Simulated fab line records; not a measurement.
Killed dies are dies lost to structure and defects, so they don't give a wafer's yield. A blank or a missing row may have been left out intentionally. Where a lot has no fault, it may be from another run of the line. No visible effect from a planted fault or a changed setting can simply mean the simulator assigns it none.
Chamber matching || flow n5Finfet || N5_BEOL_M10_CURE_72 on uvCure-02 has 3 sister chambers
The step cures SiCOH lowk, time 120 s. 6 wafers are shown with their chamber, then 11 later ones without.

WAFERS, EACH WITH ITS CHAMBER
{"wafer": "L080.6", "chamber": 1, "wafer_temp_C_max": 371.5, "lampPowerPct (%)": 52.34}
{"wafer": "L086.2", "chamber": 2, "wafer_temp_C_max": 371.4, "lampPowerPct (%)": 52.38}
{"wafer": "L086.4", "chamber": 2, "wafer_temp_C_max": 371.0, "lampPowerPct (%)": 52.34}
{"wafer": "L088.3", "chamber": 0, "wafer_temp_C_max": 372.5, "lampPowerPct (%)": 52.33}
{"wafer": "L088.6", "chamber": 0, "wafer_temp_C_max": 372.4, "lampPowerPct (%)": 52.38}
{"wafer": "L087.1", "chamber": 1, "wafer_temp_C_max": 371.6, "lampPowerPct (%)": 52.27}

WAFERS WITH NO CHAMBER GIVEN
{"wafer": "L087.3", "wafer_temp_C_max": 371.0, "lampPowerPct (%)": 52.32}
{"wafer": "L087.6", "wafer_temp_C_max": 371.2, "lampPowerPct (%)": 52.20}
{"wafer": "L090.1", "wafer_temp_C_max": 372.2, "lampPowerPct (%)": 52.33}
{"wafer": "L090.2", "wafer_temp_C_max": 372.4, "lampPowerPct (%)": 52.31}
{"wafer": "L090.3", "wafer_temp_C_max": 372.7, "lampPowerPct (%)": 52.31}
{"wafer": "L096.1", "wafer_temp_C_max": 371.2, "lampPowerPct (%)": 52.24}
{"wafer": "L096.4", "wafer_temp_C_max": 371.2, "lampPowerPct (%)": 52.38}
{"wafer": "L096.6", "wafer_temp_C_max": 370.9, "lampPowerPct (%)": 52.29}
{"wafer": "L097.1", "wafer_temp_C_max": 372.9, "lampPowerPct (%)": 52.34}
{"wafer": "L097.2", "wafer_temp_C_max": 373.4, "lampPowerPct (%)": 52.35}
{"wafer": "L097.4", "wafer_temp_C_max": 371.9, "lampPowerPct (%)": 52.30}

THE CHAMBER EACH PASSED THROUGH
{"wafer": "L087.3", "from the rows above": "can't be placed: 2 or 1", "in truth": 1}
{"wafer": "L087.6", "from the rows above": "can't be placed: 1 or 2", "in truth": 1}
{"wafer": "L090.1", "from the rows above": 0, "in truth": 0}
{"wafer": "L090.2", "from the rows above": 0, "in truth": 0}
{"wafer": "L090.3", "from the rows above": 0, "in truth": 0}
{"wafer": "L096.1", "from the rows above": "can't be placed: 1 or 2", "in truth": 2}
{"wafer": "L096.4", "from the rows above": 2, "in truth": 2}
{"wafer": "L096.6", "from the rows above": "can't be placed: 2 or 1", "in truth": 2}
{"wafer": "L097.1", "from the rows above": 0, "in truth": 0}
{"wafer": "L097.2", "from the rows above": 0, "in truth": 0}
{"wafer": "L097.4", "from the rows above": "can't be placed: 1 or 0", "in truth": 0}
6 of 11 placed correctly. Cannot be placed on the basis of these rows: 5; the candidates contain the true chamber in 5. Number placed wrongly: 0.
How it was worked out, from the rows above alone: a wafer's distance from a chamber is the root of the sum, over the readings, of the square of ((its reading less the chamber's mean) divided by the reading's scatter). The wafer belongs to the nearest chamber; if the next one is less than 2 further off, it can't be placed. The mean given for a chamber averages the wafers shown for that chamber. The scatter is the square root of a quotient: the sum, over the shown wafers, of each reading's squared deviation from its chamber's mean, divided by wafers minus chambers.
